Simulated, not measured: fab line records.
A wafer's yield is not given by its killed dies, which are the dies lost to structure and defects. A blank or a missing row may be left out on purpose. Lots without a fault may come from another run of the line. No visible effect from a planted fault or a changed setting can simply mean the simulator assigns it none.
Matching of chambers ; flow nand harc ; rie diel-07 running NHARC_P_GATE_STRIP_108: 4 sister chambers
The step strips in O2. 18 wafers are shown with their chamber, then 9 later ones without.

WAFERS WITH THEIR CHAMBER
wafer;chamber;showerhead plenum p Torr (Torr);drypump motor current A (A);oes product au (a.u.)
L179.1;0;3.61;5.96;1.006
L179.2;2;3.39;5.95;0.996
L179.6;3;3.39;5.75;0.986
L181.1;1;3.78;5.67;0.993
L181.3;2;3.38;5.97;1.007
L181.4;3;3.39;5.72;1.001
L186.1;1;3.78;5.67;0.980
L186.2;3;3.38;5.72;1.000
L186.6;1;3.78;5.69;0.983
L187.1;3;3.38;5.70;0.997
L187.3;1;3.78;5.68;0.977
L187.4;2;3.38;5.95;0.990
L192.2;0;3.60;5.95;1.002
L192.4;3;3.38;5.72;0.999
L192.6;3;3.38;5.71;0.989
L197.1;3;3.38;5.73;0.992
L197.2;0;3.60;5.94;1.008
L197.6;2;3.38;5.96;1.000

SIGNATURES (averages over the wafers above)
reading;chamber 0;chamber 1;chamber 2;chamber 3;scatter within a chamber
showerhead plenum p Torr;3.6033;3.7800;3.3825;3.3829;0.00451
drypump motor current A;5.9500;5.6775;5.9575;5.7214;0.0126
oes product au;1.00533;0.98325;0.99825;0.99486;0.00611
Rule: for a wafer and a chamber, the distance is found by dividing, reading by reading, the gap between the wafer's reading and the chamber's mean by the reading's scatter, squaring, summing and taking the root. If the next closest chamber is less than 2 further off than the closest, the wafer can't be placed; otherwise it belongs to the closest. The scatter: the root of (the sum of the squares of (reading less its chamber's mean) over the shown wafers, divided by (wafers less chambers)).

WAFERS WHOSE CHAMBER IS MISSING
wafer;showerhead plenum p Torr (Torr);drypump motor current A (A);oes product au (a.u.)
L196.3;3.77;5.65;0.988
L196.4;3.38;5.95;1.006
L196.6;3.78;5.67;0.980
L199.2;3.38;5.97;1.012
L199.3;3.38;5.70;0.998
L199.6;3.77;5.70;0.980
L200.2;3.77;5.68;0.979
L200.4;3.38;5.95;1.012
L200.6;3.60;5.93;1.006

THE CHAMBER EACH PASSED THROUGH
wafer;from the rows above;in truth
L196.3;1;1
L196.4;2;2
L196.6;1;1
L199.2;2;2
L199.3;3;3
L199.6;1;1
L200.2;1;1
L200.4;2;2
L200.6;0;0
9 of 9 placed correctly. Number that these rows cannot place: 0. Number placed wrongly: 0.
